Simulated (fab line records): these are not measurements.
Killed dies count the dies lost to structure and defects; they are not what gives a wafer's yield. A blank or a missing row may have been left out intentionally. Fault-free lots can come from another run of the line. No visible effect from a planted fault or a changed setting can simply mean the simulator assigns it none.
fab line records -- flow n5Finfet
[record] lots = 11, wafers = 33, lastDay = 19
route steps=1938 shown BEOL_M7@1312 PAD_METAL@1896 PASSIVATION@1909
lots that met no fault: from a run of the same line without faults
startH: hours from the record's opening day to when the first of the lot's shown wafers began -- waitH: hours from the lot's prior step to this one -- " identical to the entry in the row above -- L1.1+2: several wafers, shown together as one row -- - no value present, or no start provided -- * or withheld: withheld -- < > ~ a bound
route shown NAME@n: names a module that has steps shown in the file, with the first one's number in the route -- usual: mean/standard deviation taken from wafers without a fault -- same: alike in all rows -- chamber/n: place in a boat -- sites: per-site readings -- _std_site: how widely they spread, as a standard deviation -- _edge_site: mean of outer sites minus mean of inner sites -- radiusMm: for every site, how far away it sits from the centre of the wafer -- mask NAME#n: copy n -- behind: the most recent tool/chamber to have shaped the wafer -- hold: why the lot went on hold/how many hours it stayed there/how the hold came to an end -- device: names the non-switching transistor (n, p or np) -- end of line: tests run on the same wafers once the route is complete -- a step with no rows: only its recipe -- killed: at the first sort, the dies lost to defects and structure; wafer yield is something else -- map: shows each die of a wafer: x if killed, . if not, _ if none is there
set.NAME: the setting as run; set.NAME@STEP: as run at that earlier step -- model.NAME: the simulator's own value behind a step, which no gauge read
one table for each step of the route and one row for each wafer, over a sample of lots
services: from which hour (startH, from the record's first day; less than 0 if before it) a tool's chamber was out of use, for how many hours, and why
[[steps]]
[step N5_BEOL_M7_HM_STRIP_39]
[recipe] chemistry = peroxideTinStrip, material = TiN, targetDepthA = 250, tempC = 50, timeS = 158
[usual] bathHeatDutyPct = 7.1/0.99
lot.wafer,tool,chamber,startH,waitH,bathHeatDutyPct
L700.2,wetBench-02,4,221.38,0.0,8.0
L700.3,wetBench-02,0,221.38,0.0,8.8
L700.5,wetBench-02,3,221.38,0.0,5.2
L701.2,wetBench-02,5,229.85,0.0,7.4
L701.4,wetBench-02,7,229.85,0.0,8.9
L701.6,wetBench-02,2,229.85,0.0,6.8
L703.2,wetBench-02,1,236.45,0.0,6.3
L703.4,wetBench-02,4,236.45,0.0,7.5
L703.6,wetBench-02,7,236.45,0.0,8.9
L702.1,wetBench-02,4,250.74,0.0,9.1
L702.2,wetBench-02,1,250.74,0.0,6.8
L702.5,wetBench-02,3,250.74,0.0,6.5
L705.1,wetBench-02,3,252.93,0.0,6.1
L705.2,wetBench-02,2,252.93,0.0,5.6
L705.4,wetBench-02,6,252.93,0.0,7.0
L711.1,wetBench-02,6,298.04,0.0,7.6
L711.4,wetBench-02,2,298.04,0.0,7.8
L711.5,wetBench-02,4,298.04,0.0,8.1
L716.1,wetBench-01,0,318.96,0.0,7.5
L716.3,wetBench-01,6,318.96,0.0,7.5
L716.6,wetBench-01,3,318.96,0.0,5.8
L718.1,wetBench-01,6,331.48,0.0,8.4
L718.5,wetBench-01,0,331.48,0.0,7.6
L718.6,wetBench-01,7,331.48,0.0,7.4
L719.2,wetBench-01,6,335.42,0.0,8.3
L719.4,wetBench-01,2,335.42,0.0,5.0
L719.6,wetBench-01,1,335.42,0.0,6.2
L722.1,wetBench-04,5,352.89,0.0,8.0
L722.3,wetBench-04,6,352.89,0.0,6.4
L722.4,wetBench-04,2,352.89,0.0,7.0
L723.2,wetBench-01,4,371.34,0.0,6.7
L723.3,wetBench-01,5,371.34,0.0,5.9
L723.5,wetBench-01,1,371.34,0.0,6.0
[step N5_PASSIVATION_AL_DEP_21]
[recipe] material = Al, targetThkA = 28000, tempC = 400, timeS = 170, powerW = 30000, chamberPressurePa = 0.4, gas = Ar
[usual] throttleValvePct = 30.2/0.81
lot.wafer,tool,chamber,startH,waitH,throttleValvePct
L700.2,pvdSputter-02,-,293.32,0.1,28.9
L700.3,pvdSputter-02,-,293.32,0.1,30.3
L700.5,pvdSputter-02,-,293.32,0.1,29.9
L701.2,pvdSputter-03,-,302.43,0.1,29.4
L701.4,pvdSputter-03,-,302.43,0.1,31.3
L701.6,pvdSputter-03,-,302.43,0.1,30.0
L703.2,pvdSputter-02,-,307.36,0.1,30.1
L703.4,pvdSputter-02,-,307.36,0.1,30.4
L703.6,pvdSputter-02,-,307.36,0.1,29.8
L702.1,pvdSputter-02,-,329.56,0.1,30.1
L702.2,pvdSputter-02,-,329.56,0.1,29.3
L702.5,pvdSputter-02,-,329.56,0.1,29.6
L705.1,pvdSputter-03,-,331.72,0.1,29.7
L705.2,pvdSputter-03,-,331.72,0.1,32.5
L705.4,pvdSputter-03,-,331.72,0.1,29.7
L711.1,pvdSputter-01,-,375.57,0.1,30.8
L711.4,pvdSputter-01,-,375.57,0.1,29.9
L711.5,pvdSputter-01,-,375.57,0.1,30.4
L716.1,pvdSputter-01,-,388.09,0.1,30.7
L716.3,pvdSputter-01,-,388.09,0.1,30.4
L716.6,pvdSputter-01,-,388.09,0.1,30.4
L718.1,pvdSputter-02,-,411.37,0.1,29.4
L718.5,pvdSputter-02,-,411.37,0.1,30.0
L718.6,pvdSputter-02,-,411.37,0.1,29.0
L719.2,pvdSputter-02,-,412.11,0.1,29.0
L719.4,pvdSputter-02,-,412.11,0.1,29.9
L719.6,pvdSputter-02,-,412.11,0.1,29.8
L723.2,pvdSputter-02,-,439.11,0.1,30.0
L723.3,pvdSputter-02,-,439.11,0.1,29.4
L723.5,pvdSputter-02,-,439.11,0.1,29.5
L722.1,pvdSputter-01,-,446.80,0.1,31.0
L722.3,pvdSputter-01,-,446.80,0.1,30.3
L722.4,pvdSputter-01,-,446.80,0.1,30.5
[step N5_PASSIVATION_AL_ETCH_33]
[recipe] chemistry = Cl2/BCl3, targetDepthA = 28000, overEtchFrac = 0.15, Cl2_flow_sccm = 180, bcl3FlowSccm = 60, target = Al, stopOn = TaN, timeS = 466.7, ionEnergyEv = 100, pressureMtorr = 10, icpW = 900, biasW = 100
[usual] drypumpMotorCurrentA = 5.5/0.32, oesProductAu = 0.75/0.084, rfFwdPowerW = 898.7/2.9, throttleValvePct = 34.26/0.24
lot.wafer,tool,chamber,startH,waitH,drypumpMotorCurrentA,oesProductAu,rfFwdPowerW,rfHoursCounterH,throttleValvePct
L700.2,rieMetal-03,0,293.97,0.1,5.3,0.83,898.5,10,34.47
L700.3,rieMetal-03,1,293.97,0.1,5.2,0.76,899.5,-,34.05
L700.5,rieMetal-03,1,293.97,0.1,5.2,0.76,899.8,-,34.05
L701.2,rieMetal-02,1,303.39,0.2,5.8,0.83,901.1,-,34.04
L701.4,rieMetal-02,1,303.39,0.2,5.8,0.83,901.4,-,34.05
L701.6,rieMetal-02,1,303.39,0.2,5.8,0.82,905.8,-,34.04
L703.2,rieMetal-03,0,308.00,0.1,5.4,0.80,896.0,11,34.51
L703.4,rieMetal-03,0,308.00,0.1,5.3,0.82,892.7,-,34.50
L703.6,rieMetal-03,0,308.00,0.1,5.3,0.81,890.0,-,34.51
L702.1,rieMetal-01,0,330.49,0.1,5.1,0.58,900.1,101,34.66
L702.2,rieMetal-01,1,330.49,0.1,6.1,0.59,903.8,96,34.44
L702.5,rieMetal-01,1,330.49,0.1,6.1,0.60,896.8,-,34.44
L705.1,rieMetal-03,1,332.44,0.1,5.2,0.75,898.2,30,34.02
L705.2,rieMetal-03,0,332.44,0.1,5.4,0.79,895.7,13,34.50
L705.4,rieMetal-03,1,332.44,0.1,5.3,0.75,898.9,-,34.03
L711.1,rieMetal-03,1,376.66,0.1,5.2,0.75,896.4,33,34.05
L711.4,rieMetal-03,1,376.66,0.1,5.3,0.74,899.5,-,34.04
L711.5,rieMetal-03,0,376.66,0.1,5.4,0.79,898.2,-,34.48
L716.1,rieMetal-03,1,388.86,0.1,5.3,0.72,902.6,35,34.07
L716.3,rieMetal-03,1,388.86,0.1,5.2,0.72,898.8,-,34.05
L716.6,rieMetal-03,1,388.86,0.1,5.2,0.72,897.4,-,34.07
L718.1,rieMetal-02,1,412.02,0.1,5.8,0.77,899.0,20,34.08
L718.5,rieMetal-02,1,412.02,0.1,5.8,0.77,897.4,-,34.09
L718.6,rieMetal-02,0,412.02,0.1,5.3,0.82,903.8,-,34.04
L719.2,rieMetal-02,1,413.06,0.1,5.8,0.77,899.4,20,34.08
L719.4,rieMetal-02,1,413.06,0.1,5.8,0.77,902.0,-,34.08
L719.6,rieMetal-02,0,413.06,0.1,5.3,0.79,895.6,-,34.07
L723.2,rieMetal-03,0,439.88,0.1,5.4,0.76,901.3,24,34.53
L723.3,rieMetal-03,0,439.88,0.1,5.4,0.76,901.2,-,34.54
L723.5,rieMetal-03,0,439.88,0.1,5.3,0.75,900.9,-,34.55
L722.1,rieMetal-02,0,447.57,0.1,5.3,0.78,897.0,12,34.08
L722.3,rieMetal-02,1,447.57,0.1,5.8,0.75,899.3,-,34.09
L722.4,rieMetal-02,0,447.57,0.1,5.3,0.78,898.5,-,34.06
[step N5_PASSIVATION_ETCH_54]
[recipe] chemistry = CHF3/O2, target = SiO2, targetDepthA = 8800, CHF3_flow_sccm = 50, O2_flow_sccm = 5, Ar_flow_sccm = 200, timeS = 440, maskMaterial = PR, pressureMtorr = 30, sourceW = 650, biasW = 170, ionEnergyEv = 200
[usual] drypumpMotorCurrentA = 6.0/0.52, oesProductAu = 0.79/0.074, rfFwdPowerW = 648.9/1.9, rfVppV = 526/5.7, showerheadPlenumPTorr = 2.45/0.068, throttleValvePct = 18.79/0.24
lot.wafer,tool,chamber,startH,waitH,drypumpMotorCurrentA,oesProductAu,rfFwdPowerW,rfHoursCounterH,rfVppV,showerheadPlenumPTorr,throttleValvePct
L700.2,rieDiel-03,3,296.25,0.1,6.1,0.72,650.3,201,516,2.39,18.92
L700.3,rieDiel-03,0,296.25,0.1,6.4,0.86,646.3,44,532,2.45,18.54
L700.5,rieDiel-03,3,296.25,0.1,6.1,0.72,649.3,-,516,2.39,18.92
L701.2,rieDiel-03,0,305.67,0.1,6.4,0.85,650.8,49,533,2.45,18.56
L701.4,rieDiel-03,2,305.67,0.1,5.8,0.81,649.5,-,525,2.53,18.99
L701.6,rieDiel-03,3,305.67,0.1,6.1,0.71,652.4,-,517,2.38,18.91
L703.2,rieDiel-03,3,310.04,0.1,6.2,0.72,647.2,209,517,2.38,18.93
L703.4,rieDiel-03,1,310.04,0.1,6.7,0.71,651.0,218,528,2.48,18.57
L703.6,rieDiel-03,2,310.04,0.1,5.8,0.81,648.8,-,524,2.53,18.98
L702.1,rieDiel-03,1,332.61,0.1,6.7,0.70,650.7,229,528,2.47,18.59
L702.2,rieDiel-03,3,332.61,0.1,6.1,0.71,652.0,217,517,2.38,18.94
L702.5,rieDiel-03,0,332.61,0.1,6.4,0.83,649.9,-,532,2.44,18.57
L705.1,rieDiel-03,1,335.40,0.1,6.7,0.70,651.2,231,528,2.47,18.59
L705.2,rieDiel-03,0,335.40,0.1,6.4,0.83,650.6,64,532,2.44,18.57
L705.4,rieDiel-03,2,335.40,0.1,5.8,0.79,650.5,93,524,2.53,19.01
L711.1,rieDiel-02,3,379.26,0.1,5.8,0.76,649.0,165,533,2.51,19.07
L711.4,rieDiel-02,3,379.26,0.1,5.8,0.76,648.1,-,532,2.51,19.08
L711.5,rieDiel-02,2,379.26,0.1,6.1,0.84,647.5,-,530,2.55,18.83
L716.1,rieDiel-03,2,391.27,0.1,5.8,0.77,648.7,115,524,2.52,19.05
L716.3,rieDiel-03,0,391.27,0.1,6.4,0.80,648.3,86,531,2.43,18.61
L716.6,rieDiel-03,3,391.27,0.1,6.1,0.70,648.8,-,517,2.37,18.98
L718.1,rieDiel-05,2,413.99,0.1,5.9,0.83,652.3,52,526,2.44,18.38
L718.5,rieDiel-05,1,413.99,0.1,4.9,0.80,646.5,-,520,2.33,18.71
L718.6,rieDiel-05,0,413.99,0.1,5.7,0.69,649.1,-,527,2.48,19.05
L719.2,rieDiel-02,1,414.97,0.1,5.0,0.78,649.3,121,520,2.32,18.77
L719.4,rieDiel-02,3,414.97,0.1,5.8,0.75,651.1,178,532,2.50,19.10
L719.6,rieDiel-02,1,414.97,0.1,5.0,0.78,650.3,-,520,2.32,18.76
L723.2,rieDiel-03,0,442.18,0.1,6.4,0.79,648.6,108,533,2.42,18.64
L723.3,rieDiel-03,2,442.18,0.1,5.8,0.76,647.6,135,524,2.51,19.09
L723.5,rieDiel-03,2,442.18,0.1,5.8,0.76,644.2,-,524,2.51,19.07
L722.1,rieDiel-05,3,449.61,0.1,6.4,0.91,649.5,23,527,2.46,18.77
L722.3,rieDiel-05,2,449.61,0.1,5.9,0.81,645.5,63,525,2.44,18.40
L722.4,rieDiel-05,1,449.61,0.1,4.9,0.78,646.8,132,519,2.33,18.73
[step N5_PASSIVATION_PROBE_49]
[usual] defectLimitedYield = 91.5/1.3, killed_at_M0_to_M3 = 33/10, killed_at_M4_up = 13/4, killedAtContacts = 12/6.3, killedAtFrontEnd = 39/11, killedAtOther = 3.4/2.6, killedDies = 100/15, killedOnRim = 13/4, killedOpen = 65/11, killedShort = 34/7.8, sort_bin_5_function = 5.0/0.89, sort_bin_6_memory = 3.2/0.58, sortNPass = 1080/15, sortYieldPct = 91.5/1.3
[same] grossDies = 1180, killedAtBackSide = 0, sort_bin_4_leakage[%] = 0, sort_bin_8_speed[%] = 0
lot.wafer,tool,chamber,startH,waitH,defectLimitedYield[%],killed_at_M0_to_M3,killed_at_M4_up,killedAtContacts,killedAtFrontEnd,killedAtOther,killedDies,killedOnRim,killedOpen,killedShort,sort_bin_5_function[%],sort_bin_6_memory[%],sortNPass,sortYieldPct[%]
L711.1,prober-02,-,382.04,0.0,91.7,27,11,21,33,6,98,9,68,30,4.7,3.1,1082,91.7
L711.4,prober-02,-,382.19,0.2,87.5,43,61,10,32,1,147,25,60,35,8.1,2.7,1033,87.5
L711.5,prober-02,-,382.24,0.2,90.2,50,12,11,36,7,116,15,80,35,5.8,3.6,1064,90.2
// killed by level:class
L711.1 MOL_CONTACT_COAG:geometricParticle:open=15 BEOL_M3:geometricParticle:open=10 BEOL_M4:geometricParticle:open=6 MOL_CONTACT_COAG:geometricParticle:short=6 BEOL_M0_SAQP:geometricParticle:short=6 FIN_SAQP:geometricParticle:open=5 STI_FIN_REVEAL:geometricParticle:open=4 DUMMY_GATE:geometricParticle:open=4
L711.4 BEOL_M7:unspecified=51 STI_FIN_REVEAL:geometricParticle:open=11 BEOL_M1:geometricParticle:open=10 MOL_CONTACT_COAG:geometricParticle:open=9 BEOL_M0_SAQP:geometricParticle:short=7 FIN_SAQP:geometricParticle:short=6 BEOL_M1:geometricParticle:short=6 BEOL_M3:geometricParticle:open=5
L711.5 BEOL_M0_SAQP:geometricParticle:open=13 BEOL_M0_SAQP:geometricParticle:short=12 BEOL_M1:geometricParticle:open=11 FIN_SAQP:geometricParticle:open=10 MOL_CONTACT_COAG:geometricParticle:open=10 FIN_SAQP:geometricParticle:short=8 BEOL_M2:geometricParticle:open=5 BEOL_M4:geometricParticle:open=4
[[services]]
tool,chamber,startH,hours,kind
rieMetal-02,-,213.88,0.3,repair
rieDiel-03,1,222.81,2.7,repair
rieMetal-03,-,228.89,0.2,repair
rieDiel-02,0,236.29,1.6,repair
rieDiel-05,2,248.47,1.5,repair
rieDiel-03,0,253.76,5.9,repair
rieDiel-05,1,276.26,3.2,repair
pvdSputter-01,-,283.92,0.7,repair
rieMetal-01,1,285.68,20.6,repair
rieDiel-05,-,322.76,14.6,pm
rieMetal-02,-,331.56,0.9,repair
rieDiel-05,0,341.64,21.4,repair
wetBench-04,-,345.95,2.0,repair
pvdSputter-02,-,359.51,2.0,repair
rieDiel-05,1,364.89,25.3,repair
rieDiel-03,3,373.30,4.5,repair
rieDiel-02,0,377.03,1.3,repair
rieDiel-03,1,385.22,-,clean
rieDiel-03,1,385.22,-,consumableReplace:focusRing
rieDiel-03,1,385.22,24.3,scheduledDown
rieDiel-03,1,385.22,24.3,ventCycle
wetBench-01,-,407.87,0.9,repair
rieDiel-03,2,413.03,5.8,repair
rieMetal-01,-,419.99,1.6,repair
[[key]]
[firstSign] step = N5_PASSIVATION_PROBE_49, reading = killed_at_M4_up, direction = up, sigmas = 12, usual = 13, struck = 61
[effect] step = N5_PASSIVATION_PROBE_49, reading = killedDies, direction = up, sigmas = 3.1, usual = 100, struck = 147
[moreKillsBornAt] N5_BEOL_M7_HM_STRIP_39@wetBench-02 = 51
metAt N5_BEOL_M7_HM_STRIP_39
struckLots L711
struckWafers L711.4
notActingAt N5_PASSIVATION_AL_DEP_21,N5_PASSIVATION_AL_ETCH_33,N5_PASSIVATION_ETCH_54
onsetBetween 252.93 298.04
[fault] kind = chamberParticleSource, tool = wetBench-02, chamber = 2, onsetH = 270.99, steps = N5_BEOL_M7_HM_STRIP_39, ratePerVisitCm2 = 0.42592, endH = 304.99
